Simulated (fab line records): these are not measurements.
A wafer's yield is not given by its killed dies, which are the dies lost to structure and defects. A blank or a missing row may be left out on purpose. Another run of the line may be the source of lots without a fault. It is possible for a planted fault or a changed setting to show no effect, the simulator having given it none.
What tool caused it?	flow nandHarc	Sampling: 11 lots, 33 wafers, 7 of 1159 route steps

## WHAT THE GAUGES READ, wafer by wafer
NHARC_P_CONTACT_CD_MEAS_12: target cd 90 nm. Usual: cdNm reads 89.9 nm (standard deviation 0.6).
lot	measured	on	cdNm (nm)	flag
L376	day 5 16:49	cdSem-01	89.7 89.6 90.2	
L377	day 6 08:29	cdSem-03	89.1 90.0 89.8	
L382	day 7 07:17	cdSem-01	90.1 89.7 89.5	
L381	day 7 07:27	cdSem-03	90.6 90.8 90.0	
L380	day 7 09:47	cdSem-03	88.9 89.2 90.2	
L383	day 7 15:01	cdSem-03	81.9 82.1 81.8	OFF
L393	day 10 03:48	cdSem-01	91.0 90.6 91.1	
L394	day 10 04:20	cdSem-03	90.4 90.7 90.4	
L395	day 10 17:54	cdSem-02	89.6 89.5 89.9	
L397	day 11 04:54	cdSem-01	90.2 89.9 90.5	
L398	day 11 13:14	cdSem-01	91.2 90.5 90.2	

NHARC_P_CONTACT_CD_MEAS_19. Usual: cdNm reads 89.3 nm (standard deviation 1.4).
lot	measured	on	cdNm (nm)	flag
L376	day 5 18:01	cdSem-02	88.7 88.6 88.3	
L377	day 6 09:33	cdSem-03	89.4 91.5 87.5	
L382	day 7 08:31	cdSem-03	90.8 88.5 88.2	
L381	day 7 08:59	cdSem-01	90.6 89.8 90.3	
L380	day 7 10:59	cdSem-03	87.2 89.1 88.4	
L383	day 7 16:04	cdSem-03	78.4 81.3 80.5	OFF
L393	day 10 05:27	cdSem-01	88.7 91.8 89.9	
L394	day 10 06:25	cdSem-01	89.2 89.6 88.2	
L395	day 10 18:58	cdSem-02	90.7 88.8 86.1	
L397	day 11 05:58	cdSem-01	90.6 89.3 91.4	
L398	day 11 14:17	cdSem-01	91.4 89.6 89.3	

NHARC_END_SORT_01. Usual: killedAtArray 26, standard deviation 10; killedAtOther 0.8, standard deviation 1.1; killedAtPeriphery 3.3, standard deviation 2.6; killedDies 30, standard deviation 11; killedOpen 3.4, standard deviation 1.8; killedShort 2.0, standard deviation 1.3.
lot	measured	on	killedAtArray	killedAtOther	killedAtPeriphery	killedDies	killedOpen	killedShort	flag
L383	day 21 11:56	prober-02	19 22	0 0	6 6	25 28	3 4	2 2	

## TOOL THAT RAN EACH LOT (tool first, then ch and the chambers of the sampled wafers, then the start)
lot	NHARC_P_GATE_STRIP_76	NHARC_P_CONTACT_DEP_00	NHARC_P_CONTACT_EXPOSE_09	NHARC_P_CONTACT_ETCH_31
L376	plasmaAsher-02 ch 0,1, day 5 10:43	pecvd-01 ch 0,1,2, day 5 16:41 or earlier	arfiScanner-02 ch 0, day 5 16:41	rieDiel-03 ch 0,2,3, day 5 18:01 or earlier
L377	plasmaAsher-01 ch 0,1, day 6 02:52	pecvd-02 ch 1,2, day 6 08:21 or earlier	arfiScanner-01 ch 0, day 6 08:21	rieDiel-09 ch 0,1,3, day 6 09:33 or earlier
L382	plasmaAsher-01 ch 1, day 7 01:31	pecvd-02 ch 0,1, day 7 07:10 or earlier	arfiScanner-01 ch 0, day 7 07:10	rieDiel-09 ch 0,1,2, day 7 08:31 or earlier
L381	plasmaAsher-02 ch 0,1, day 7 01:47	pecvd-04 ch 0,1, day 7 07:19 or earlier	arfiScanner-03 ch 0, day 7 07:19	rieDiel-03 ch 0,3, day 7 08:59 or earlier
L380	plasmaAsher-02 ch 0,1, day 7 04:00	pecvd-01 ch 0,2, day 7 09:38 or earlier	arfiScanner-02 ch 0, day 7 09:38	rieDiel-03 ch 0,1,2, day 7 10:59 or earlier
L383	plasmaAsher-01 ch 0,1, day 7 09:16	pecvd-01 ch 0,1,2, day 7 14:52 or earlier	arfiScanner-01 ch 0, day 7 14:52	rieDiel-03 ch 2,3, day 7 16:04 or earlier
L393	plasmaAsher-01 ch 0,1, day 9 22:02	pecvd-01 ch 1,2, day 10 03:40 or earlier	arfiScanner-03 ch 0, day 10 03:40	rieDiel-09 ch 0,1,2, day 10 05:27 or earlier
L394	plasmaAsher-02 ch 0,1, day 9 22:11	pecvd-02 ch 0,2, day 10 04:12 or earlier	arfiScanner-02 ch 0, day 10 04:12	rieDiel-09 ch 0,1,2, day 10 06:25 or earlier
L395	plasmaAsher-02 ch 0,1, day 10 12:16	pecvd-01 ch 0,1, day 10 17:45 or earlier	arfiScanner-02 ch 0, day 10 17:45	rieDiel-09 ch 1,2,3, day 10 18:58 or earlier
L397	plasmaAsher-02 ch 0,1, day 10 23:21	pecvd-02 ch 0,1,2, day 11 04:46 or earlier	arfiScanner-01 ch 0, day 11 04:46	rieDiel-09 ch 0,1,2, day 11 05:58 or earlier
L398	plasmaAsher-01 ch 0,1, day 11 07:35	pecvd-02 ch 0,1, day 11 13:05 or earlier	arfiScanner-02 ch 0, day 11 13:05	rieDiel-03 ch 1,2,3, day 11 14:17 or earlier
- NHARC_P_GATE_STRIP_76: strips in O2.
- NHARC_P_CONTACT_DEP_00: deposits SiO2, target thk 500 nm.
- NHARC_P_CONTACT_EXPOSE_09: exposes mask P CA, target cd 90 nm.
- NHARC_P_CONTACT_ETCH_31: etches the open film in CH3F/O2, target depth 30 nm, time 85.7 s.

## WHAT THE TOOLS THEMSELVES READ (means of the sampled wafers that have a number; where no wafer has one, the mark that the record gives instead)
NHARC_P_GATE_STRIP_76. Usual: drypumpMotorCurrentA 5.42 A, standard deviation 0.1; heaterPowerW 327 W, standard deviation 15.
lot	tool	drypumpMotorCurrentA (A)	heaterPowerW (W)	flag
L376	plasmaAsher-02	5.35	313	
L377	plasmaAsher-01	5.53	341	
L382	plasmaAsher-01	5.44	340	
L381	plasmaAsher-02	5.34	319	
L380	plasmaAsher-02	5.37	312	
L383	plasmaAsher-01	5.47	340	
L393	plasmaAsher-01	5.48	335	
L394	plasmaAsher-02	5.38	307	
L395	plasmaAsher-02	5.34	302	
L397	plasmaAsher-02	5.35	305	
L398	plasmaAsher-01	5.47	339	

NHARC_P_CONTACT_DEP_00. Usual: heaterPowerW 566 W, standard deviation 110; throttleValvePct 15.8 %, standard deviation 0.45.
lot	tool	heaterPowerW (W)	throttleValvePct (%)	flag
L376	pecvd-01	596	16.0	
L377	pecvd-02	569	16.4	
L382	pecvd-02	612	16.6	
L381	pecvd-04	454	15.5	
L380	pecvd-01	505	15.8	
L383	pecvd-01	590	15.9	
L393	pecvd-01	674	16.0	
L394	pecvd-02	517	15.8	
L395	pecvd-01	575	16.1	
L397	pecvd-02	545	15.9	
L398	pecvd-02	637	16.2	

NHARC_P_CONTACT_EXPOSE_09. Usual: stageVelMmS 500.02 mm/s, standard deviation 0.28.
lot	tool	stageVelMmS (mm/s)	flag
L376	arfiScanner-02	500.09	
L377	arfiScanner-01	500.05	
L382	arfiScanner-01	499.89	
L381	arfiScanner-03	500.14	
L380	arfiScanner-02	499.87	
L383	arfiScanner-01	499.93	
L393	arfiScanner-03	500.12	
L394	arfiScanner-02	500.27	
L395	arfiScanner-02	499.86	
L397	arfiScanner-01	500.13	
L398	arfiScanner-02	500.68	

NHARC_P_CONTACT_ETCH_31. Usual: drypumpMotorCurrentA 5.6 A, standard deviation 0.46; oesProductAu 0.979 a.u., standard deviation 0.014; rfVppV 244.4 V, standard deviation 1.7; showerheadPlenumPTorr 2.47 Torr, standard deviation 0.12; throttleValvePct 20.664 %, standard deviation 0.0095.
lot	tool	drypumpMotorCurrentA (A)	oesProductAu (a.u.)	rfVppV (V)	showerheadPlenumPTorr (Torr)	throttleValvePct (%)	flag
L376	rieDiel-03	5.7	0.987	244.7	2.52	20.668	
L377	rieDiel-09	5.8	0.972	243.5	2.43	20.666	
L382	rieDiel-09	5.6	0.966	243.4	2.41	20.662	
L381	rieDiel-03	6.0	1.002	244.1	2.48	20.656	
L380	rieDiel-03	5.6	0.994	245.4	2.51	20.662	
L383	rieDiel-03	5.7	0.974	245.8	2.60	20.664	
L393	rieDiel-09	5.6	0.986	244.5	2.41	20.666	
L394	rieDiel-09	5.6	0.969	243.7	2.41	20.657	
L395	rieDiel-09	5.4	0.955	243.9	2.42	20.675	
L397	rieDiel-09	5.5	0.976	243.2	2.41	20.664	
L398	rieDiel-03	5.5	0.965	246.0	2.58	20.664	

## THE ANSWER, worked out from the rows above alone
Rule: lot off if the mean of its wafers having a number is beyond 3 standard deviations from the usual mean. Also off: a lot with no number at a reading for which 4 or more lots have one. Where the step has rows for the other lots, those lots are counted as sound. First the gauges in route order, then the tools' own readings, where a lot's mean is used as printed above. At the first step where some lot is off, the reading lying furthest off is the one used; lots without a number count as furthest.
Off, at NHARC_P_CONTACT_CD_MEAS_12 on cdNm: L383.
A tool fits if, at a process step before that reading, it ran every lot that is off, and no sound lot after the first of them. Gauges at NHARC_P_CONTACT_CD_MEAS_12: tried the same way as those tools. Because NHARC_P_CONTACT_DEP_00 lacks a start for some lots, the hours and order of its lots are taken from NHARC_P_CONTACT_EXPOSE_09. No candidate that was tried fits.

## WHAT THE SIMULATOR PUT IN
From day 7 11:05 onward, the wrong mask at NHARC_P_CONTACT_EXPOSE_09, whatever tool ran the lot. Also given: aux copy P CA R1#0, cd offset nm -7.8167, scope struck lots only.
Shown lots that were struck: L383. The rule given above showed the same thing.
